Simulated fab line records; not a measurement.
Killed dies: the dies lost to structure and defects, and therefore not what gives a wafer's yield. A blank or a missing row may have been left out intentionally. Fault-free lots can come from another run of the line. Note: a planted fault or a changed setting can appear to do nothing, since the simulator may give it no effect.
What tool caused it? | flow n5-finfet | 27 wafers from 9 lots sampled at 3 of the route's 1938 steps

## WHAT THE GAUGES READ, wafer by wafer
N5_BEOL_M4_RC_MEAS_101. Usual: DIBL_N 36.3 mV/V, standard deviation 1.6; DIBL_P 36.5 mV/V, standard deviation 1.6; IOFF_N 0.163 nA/um, standard deviation 0.026; IOFF_P 0.22 nA/um, standard deviation 0.033; ION_N 676 uA/um, standard deviation 9.9; ION_P 464 uA/um, standard deviation 6.5; SS_N 71.5 mV/dec, standard deviation 0.5; SS_P 73.3 mV/dec, standard deviation 0.64; VT_N 249.3 mV, standard deviation 2.9; VT_P -250 mV, standard deviation 3.2.
lot  | measured     | on        | DIBL_N (mV/V)  | DIBL_P (mV/V)  | IOFF_N (nA/um)    | IOFF_P (nA/um) | ION_N (uA/um) | ION_P (uA/um) | SS_N (mV/dec)  | SS_P (mV/dec)  | VT_N (mV)         | VT_P (mV)      | flag
L665 | day 9 14:32  | prober-01 | 36.8 37.4 37.0 | 37.1 37.5 37.0 | 0.165 0.176 0.153 | 0.22 0.24 0.22 | 687 699 674   | 468 479 462   | 71.1 71.5 71.9 | 72.8 73.6 73.2 | 247.6 247.3 249.2 | -248 -248 -251 |
L666 | day 9 16:22  | prober-02 | 36.9 37.0 35.6 | 37.9 38.1 36.5 | 0.179 0.182 0.160 | 0.22 0.22 0.20 | 673 688 697   | 463 466 464   | 71.6 71.7 70.8 | 74.8 73.9 74.3 | 245.1 246.4 248.8 | -251 -250 -253 |
L667 | day 9 23:01  | prober-01 | 35.5 38.1 35.7 | 36.1 38.4 36.6 | 0.146 0.192 0.154 | 0.20 0.24 0.21 | 666 687 680   | 453 462 468   | 71.3 71.6 70.6 | 73.2 73.6 73.5 | 252.9 246.5 246.8 | -253 -249 -251 |
L673 | day 11 20:50 | prober-01 | 37.5 34.1 36.3 | 35.6 32.7 35.0 | 0.161 0.115 0.142 | 0.20 0.16 0.19 | 663 668 655   | 456 463 449   | 71.9 70.8 71.8 | 73.3 72.8 72.9 | 252.3 254.0 250.3 | -250 -252 -253 |
L674 | day 11 22:40 | prober-02 | 34.6 34.3 36.5 | 35.7 35.6 38.5 | 0.129 0.123 0.157 | 0.19 0.19 0.22 | 658 671 670   | 457 467 464   | 71.6 71.3 71.7 | 72.6 72.8 72.6 | 253.8 253.7 250.7 | -253 -250 -250 |
L678 | day 12 23:14 | prober-01 | 41.2 38.5 39.1 | 40.7 38.3 39.0 | 0.249 0.185 0.202 | 0.29 0.24 0.26 | 683 671 689   | 464 459 474   | 72.4 72.3 71.2 | 75.1 73.9 73.4 | 244.6 248.4 243.9 | -246 -248 -248 |
L681 | day 13 16:11 | prober-01 | 38.4 35.0 35.9 | 42.3 37.9 38.6 | 0.213 0.145 0.164 | 0.29 0.21 0.23 | 685 680 682   | 470 470 471   | 72.8 70.8 71.5 | 74.2 72.1 72.9 | 246.6 248.1 250.8 | -245 -250 -249 |
L680 | day 13 19:29 | prober-01 | 33.9 34.3 34.3 | 34.1 34.0 33.9 | 0.123 0.123 0.128 | 0.21 0.20 0.21 | 676 665 663   | 477 459 467   | 71.4 71.0 71.2 | 72.4 73.1 72.2 | 255.8 254.4 256.5 | -246 -248 -247 |
L682 | day 13 21:23 | prober-01 | 35.9 35.8 35.9 | 35.8 36.3 36.1 | 0.146 0.143 0.152 | 0.20 0.20 0.20 | 667 671 675   | 459 467 462   | 71.0 71.2 71.4 | 73.1 73.1 72.5 | 253.6 250.4 251.3 | -251 -253 -254 |

N5_MIM_TOP_LITHO_CD_MEAS_08 targets a cd of 2000 nm. Usual: cd-nm 1999.8 nm, standard deviation 1.3.
lot  | measured     | on        | cd-nm (nm)           | flag
L665 | day 13 20:05 | cd-sem-01 | 2000.1 2000.7 1998.6 |
L666 | day 13 20:24 | cd-sem-03 | 2000.0 1995.8 1999.3 |
L667 | day 13 20:14 | cd-sem-03 | 2001.8 2001.1 2000.4 |
L673 | day 16 00:50 | cd-sem-01 | 1997.6 1998.5        |
L674 | day 16 04:53 | cd-sem-03 | 2001.0 2000.6 2000.8 |
L678 | day 17 19:12 | cd-sem-03 | 1998.1               |
L681 | day 17 19:39 | cd-sem-01 | 2000.1 2000.6 2000.1 |
L680 | day 18 05:44 | cd-sem-01 | 2002.1 2000.0 2000.4 |
L682 | day 18 09:06 | cd-sem-02 | 1999.2 1998.9 2001.0 |

## WHAT TOOL EACH LOT RAN ON (gives the tool, then ch and the chambers of the sampled wafers, and finally the start)
lot  | N5_MIM_TOP_SPUTTER_03
L665 | pvd-sputter-02, day 13 19:34
L666 | pvd-sputter-03, day 13 19:46
L667 | pvd-sputter-03, day 13 19:36
L673 | pvd-sputter-03, day 16 00:27
L674 | pvd-sputter-01, day 16 04:30
L678 | pvd-sputter-03, day 17 18:41
L681 | pvd-sputter-01, day 17 19:05
L680 | pvd-sputter-01, day 18 05:21
L682 | pvd-sputter-02, day 18 08:35
- N5_MIM_TOP_SPUTTER_03: material TiN, target thk 35 nm, time 89.7 s.

## AS READ BY THE TOOLS THEMSELVES (means over the sampled wafers that have a number; for cases with no such wafer, the mark the record gives instead)
N5_MIM_TOP_SPUTTER_03. Usual: cathode-dc-power-W 3000.0 W, standard deviation 0.5; throttle-valve-pct 30.1 %, standard deviation 1.
lot  | tool           | cathode-dc-power-W (W) | throttle-valve-pct (%) | flag
L665 | pvd-sputter-02 | 3000.1                 | 29.7                   |
L666 | pvd-sputter-03 | 2999.9                 | 29.7                   |
L667 | pvd-sputter-03 | 2999.9                 | 30.6                   |
L673 | pvd-sputter-03 | 3000.1                 | 30.5                   |
L674 | pvd-sputter-01 | 3000.1                 | 30.4                   |
L678 | pvd-sputter-03 | 3000.0                 | 29.6                   |
L681 | pvd-sputter-01 | 3000.3                 | 30.4                   |
L680 | pvd-sputter-01 | 2999.9                 | 29.5                   |
L682 | pvd-sputter-02 | 2999.3                 | 29.9                   |

## THE ANSWER, worked out from the rows above alone
Rule: lot off if the mean of its wafers having a number is beyond 3 standard deviations from the usual mean. Also off: a lot with no number at a reading for which 4 or more lots have one. The other lots that the step has rows for count as sound. After the gauges, taken in route order, come the tools' own readings; for these a lot's mean is taken, as printed above. The first step at which some lot is off is used, and at that step the reading that is off furthest; a lot without a number counts as furthest.
No lot is off on any of the readings shown, so nothing can be concluded from this.

## WHAT THE SIMULATOR HAD PUT IN
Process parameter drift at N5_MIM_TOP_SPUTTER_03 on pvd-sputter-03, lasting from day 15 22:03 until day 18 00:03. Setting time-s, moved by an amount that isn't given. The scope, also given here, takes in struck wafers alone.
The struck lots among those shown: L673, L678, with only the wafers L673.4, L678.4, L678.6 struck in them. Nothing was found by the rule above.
